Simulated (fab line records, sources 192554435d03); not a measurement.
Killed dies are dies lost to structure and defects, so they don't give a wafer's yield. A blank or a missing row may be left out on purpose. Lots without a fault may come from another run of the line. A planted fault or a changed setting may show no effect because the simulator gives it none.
Chamber matching | flow n5_finfet | N5_BEOL_M5_CO_CAP_78 on cvd_co-01: 3 sister chambers
The step material Co, precursor CCTBA/H2, target thk 2 nm, time 102.1 s. 3 wafers are shown with their chamber, then 12 later ones without.

WAFERS WITH THEIR CHAMBER
wafer  | chamber | heater_power_w (W)
L090.4 | 2       | 222
L092.4 | 0       | 231
L092.6 | 1       | 237

WAFERS WITHOUT THEIR CHAMBER
wafer  | heater_power_w (W)
L096.2 | 224
L096.3 | 240
L096.4 | 236
L095.1 | 237
L095.3 | 223
L095.4 | 225
L094.1 | 227
L094.4 | 228
L094.6 | 229
L097.1 | 223
L097.2 | 242
L097.6 | 219

WHICH CHAMBER EACH WENT THROUGH
wafer  | from the rows above     | in truth
L096.2 | can't be placed: 2 or 0 | 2
L096.3 | 1                       | 1
L096.4 | can't be placed: 1 or 0 | 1
L095.1 | 1                       | 1
L095.3 | 2                       | 2
L095.4 | can't be placed: 2 or 0 | 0
L094.1 | can't be placed: 0 or 2 | 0
L094.4 | can't be placed: 0 or 2 | 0
L094.6 | can't be placed: 0 or 2 | 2
L097.1 | 2                       | 2
L097.2 | 1                       | 1
L097.6 | 2                       | 2
Placed correctly: 6 of 12. Can't be placed from these rows: 6 (the true chamber is among the candidates in 6). Placed wrongly: 0.
How it was worked out, from the rows above alone: a wafer's distance from a chamber is the root of the sum, over the readings, of the square of ((its reading less the chamber's mean) divided by the reading's scatter). The wafer belongs to the nearest chamber; if the next one is less than 2 further off, it can't be placed. A chamber's mean is the mean of its shown wafers. The scatter: with one shown wafer a chamber, the root of the mean of the squares of how far each hidden wafer lies from its nearest shown one.
